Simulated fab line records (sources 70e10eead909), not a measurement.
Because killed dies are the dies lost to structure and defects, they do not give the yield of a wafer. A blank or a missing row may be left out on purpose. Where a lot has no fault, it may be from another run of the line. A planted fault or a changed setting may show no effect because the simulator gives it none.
Comparing a struck lot with a sound one / flow nand_harc / 20 out of 1302 route steps
Sound: wafers L343.2, L343.4, L343.5. Struck: wafers L349.2, L349.3, L349.6. The cause is named last.
At each step with rows: each side's tool, then ch and its chambers, then its first start. Under that, the readings that differ: sound wafers / struck wafers / difference of the means / sigmas: that difference in standard deviations of wafers without a fault.
alike: same words and numbers on both sides, and readings whose means sit less than 2 such deviations apart. not compared: any withheld reading, any reading some wafer has no value for, any bound like >300 that may hide the same value, and any number with overlapping values for which the record gives no deviation.
Wherever a step has rows on one side only, a row that says differs or no value, or a row with sigmas, the two part there. Numbers that have no deviation but don't overlap get no sigmas and don't part them. Lack of a reading on every wafer of one side parts them only where that side has two or more wafers.

NHARC_P_ZERO_WELL_CD_MEAS_11 targets a cd of 500 nm.
  sound on cd_sem-02 ch 0, day 4 09:15; struck on cd_sem-03 ch 0, day 6 21:23
  alike: cd_nm
then, 1 step without rows for these wafers: NHARC_P_ZERO_WELL_HARDBAKE_12 (time 65 s).
NHARC_P_ZERO_WELL_DESCUM_13: chemistry O2, time 3 s.
  sound on rie_diel-01 ch 1,2,3, day 4 09:28; struck on rie_diel-07 ch 0,2,3, day 6 21:34
reading=drypump_motor_current_A (A); sound=5.1 5.1 5.1; struck=6.7 5.3 6.3; difference=+1.0; sigmas=+2
  alike: mfc_ar_sccm, oes_product_au, rf_vpp_V, showerhead_plenum_p_Torr, throttle_valve_pct
  not compared: rf_hours_counter_h
NHARC_P_ZERO_WELL_ETCH_65: etches the open film in N2/H2, target depth 80 nm, overetch 24 nm, time 87.88 s.
  sound on rie_diel-01 ch 0,1, day 4 09:34; struck on rie_diel-07 ch 0,1, day 6 21:38
  alike: drypump_motor_current_A, mfc_ar_sccm, oes_product_au, rf_vpp_V, showerhead_plenum_p_Torr, throttle_valve_pct
  not compared: rf_hours_counter_h
NHARC_P_ZERO_WELL_ETCH_62: etches the open film in CHF3/Ar, target depth 13 nm, time 6.5 s.
  sound on rie_diel-01 ch 0,1; struck on rie_diel-07 ch 1,2,3
reading=oes_product_au (a.u.); sound=0.943 0.945 0.948; struck=0.985 0.971 0.980; difference=+0.033; sigmas=+2
  alike: drypump_motor_current_A, mfc_ar_sccm, rf_vpp_V, showerhead_plenum_p_Torr, throttle_valve_pct
  not compared: rf_hours_counter_h
NHARC_P_ZERO_WELL_ETCH_63: etches the open film in HBr/Cl2, target depth 120 nm, time 40.1 s.
  sound on rie_si-03 ch 0,3, day 4 09:44; struck on rie_si-02 ch 0,2,3, day 6 21:49
  alike: drypump_motor_current_A, he_backside_leak_sccm, oes_product_au, throttle_valve_pct
  not compared: rf_hours_counter_h
then, 6 steps without rows for these wafers: NHARC_P_ZERO_WELL_STRIP_15 (strips in SPM, time 900 s); NHARC_P_ZERO_WELL_DEHYDRATE_16 (time 120 s); NHARC_P_ZERO_WELL_HMDS_17 (time 30 s); NHARC_P_ZERO_WELL_COAT_18; NHARC_P_ZERO_WELL_SOFTBAKE_19 (time 95 s); NHARC_P_ZERO_WELL_EBR_20.
NHARC_P_ZERO_WELL_EXPOSE_21: exposes mask P NWELL, target cd 720 nm.
  sound on krf_scanner-04 ch 0, day 4 10:30; struck on krf_scanner-04 ch 0, day 6 22:35
reading=exposure_dose_mJ_cm2; sound=22.316 22.371 22.319; struck=23.571 23.559 23.581; difference=+1.235; sigmas=+51
  alike: mask, stage_vel_mm_s
then, 2 steps without rows for these wafers: NHARC_P_ZERO_WELL_PEB_22 (peb time 85 s); NHARC_P_ZERO_WELL_DEVELOP_23 (time 70 s).
NHARC_P_ZERO_WELL_CD_MEAS_24 targets a cd of 720 nm.
  sound on cd_sem-02 ch 0, day 4 10:40; struck on cd_sem-01 ch 0, day 6 22:44
reading=cd_nm (nm); sound=719.6 721.9 722.1; struck=728.8 729.0 727.9; difference=+7.4; sigmas=+5
then, 1 step without rows for these wafers: NHARC_P_ZERO_WELL_HARDBAKE_25 (time 80 s).
NHARC_P_ZERO_WELL_DESCUM_26: chemistry O2, time 3 s.
  sound on rie_diel-01 ch 1,3, day 4 10:49; struck on rie_diel-01 ch 0,1,3, day 6 22:53
reading=model.P_ZERO_WELL.cd_nm (nm); sound=719.9 722.1 722; struck=728.5 729.2 727.6; difference=+7.1; sigmas=
  alike: drypump_motor_current_A, mfc_ar_sccm, oes_product_au, rf_vpp_V, showerhead_plenum_p_Torr, throttle_valve_pct
  not compared: rf_hours_counter_h
next, for these wafers, 1 step has no rows: NHARC_P_ZERO_WELL_IMPLANT_27.
-- the record jumps here: 23 days lie between the struck wafers' starts before and after (it left off in module P_ZERO_WELL and takes up again in module END, whose first step shown is number 1302 of the route) --
NHARC_END_SORT_01:
  only the struck wafers appear in the record here, on prober-02 ch 0 at day 29 18:01; the sound ones have no rows

WHERE THEY PART
Earliest at NHARC_P_ZERO_WELL_DESCUM_13; latest, in this record, at NHARC_END_SORT_01.

WHY: the cause the simulator had injected
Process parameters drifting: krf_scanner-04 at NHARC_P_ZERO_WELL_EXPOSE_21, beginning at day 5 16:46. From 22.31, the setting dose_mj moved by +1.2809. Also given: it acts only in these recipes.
